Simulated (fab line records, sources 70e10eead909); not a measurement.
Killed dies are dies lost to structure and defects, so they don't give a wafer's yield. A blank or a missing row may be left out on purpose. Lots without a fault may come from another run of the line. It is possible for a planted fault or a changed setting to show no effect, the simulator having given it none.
Struck lot and sound lot, side by side -- flow nand harc -- 14 out of 1159 route steps
Sound: these wafers, L628.1, L628.4, L628.5. The struck wafers were L642.1, L642.2, L642.3. The cause is given at the end.
Each step with rows lists, per side, the tool, then ch with its chambers, then its first start. Under that, the readings that differ: sound wafers -- struck wafers -- difference of the means -- sigmas: that difference in standard deviations of wafers without a fault.
alike: readings whose means differ by less than 2 such deviations, and words and numbers that are the same on both sides. not compared: withheld readings, readings that some wafer has no value for, bounds like >300 that may hide the same value, and numbers for which the record gives no deviation and whose values overlap.
The two part at a step that has a row with sigmas, a row that says differs or no value, or rows on one side only. Numbers that have no deviation but don't overlap get no sigmas and don't part them. Lack of a reading on every wafer of one side parts them only where that side has two or more wafers.

first, 2 steps without rows for these wafers: NHARC_A_SOURCE_PLATE_SRD_01; NHARC_A_SOURCE_PLATE_OXIDE_02 (material SiO2, target thk 10 nm, ox time 1362 s).
NHARC_A_SOURCE_PLATE_THK_MEAS_09: measures by ellipsometry.
  sound: film metro-02 at day 7 21:29; struck: film metro-01 at day 11 05:42
  alike: thk nm
then, 3 steps without rows for these wafers: NHARC_A_SOURCE_PLATE_PVD_04 (deposits WSi2, target thk 50 nm); NHARC_A_SOURCE_PLATE_CVD_03 (deposits poly-Si, target thk 200 nm, time 4000 s); NHARC_A_SOURCE_PLATE_ANNEAL_05 (time 1800 s).
NHARC_A_SOURCE_PLATE_THK_MEAS_06: measures by ellipsometry.
  sound: film metro-02 at day 8 10:44; struck: film metro-02 at day 11 22:45
  alike: thk nm
NHARC_A_SOURCE_PLATE_INSPECT_08:
  sound: defect inspect-01 at day 8 10:48; struck: defect inspect-02 at day 11 22:49
  alike: raw defect count
following that, 1 step holds no rows for these wafers, namely NHARC_A_ONON_D1_DEP_00 (target thickness 1000 nm).
NHARC_A_ONON_D1_THK_MEAS_02: measures by ellipsometry.
  sound: film metro-02 at day 8 11:23; struck: film metro-02 at day 11 23:23
  alike: thk nm
NHARC_A_ONON_D1_DEP_03: target thk 1000 nm.
  sound on pecvd onon-01 ch 0, day 8 11:26; struck on pecvd onon-01 ch 0, day 11 23:26
  alike: sih4 flow sccm
NHARC_A_ONON_D1_THK_MEAS_05: measures by ellipsometry.
  sound: film metro-02 at day 8 11:57; struck: film metro-02 at day 11 23:58
reading,sound,struck,difference,sigmas
thk nm (nm),994 990 992,618 619 619,-373,-37
following that, 1 step holds no rows for these wafers, namely NHARC_A_ONON_D1_DEP_06 (target thickness 1000 nm).
-- jump in the record: it breaks off in module A_ONON_D1 and resumes in module END (first step shown: number 1159 of the route), and 12 days separate the struck wafers' starts before and after --
NHARC_END_SORT_01:
  only the struck wafers appear in the record here, on prober-02 ch 0 at day 23 15:00; the sound ones have no rows

## WHERE THEY PART
At NHARC_A_ONON_D1_THK_MEAS_05 first; at NHARC_END_SORT_01 last (within this record only).

WHY: whatever the simulator had introduced
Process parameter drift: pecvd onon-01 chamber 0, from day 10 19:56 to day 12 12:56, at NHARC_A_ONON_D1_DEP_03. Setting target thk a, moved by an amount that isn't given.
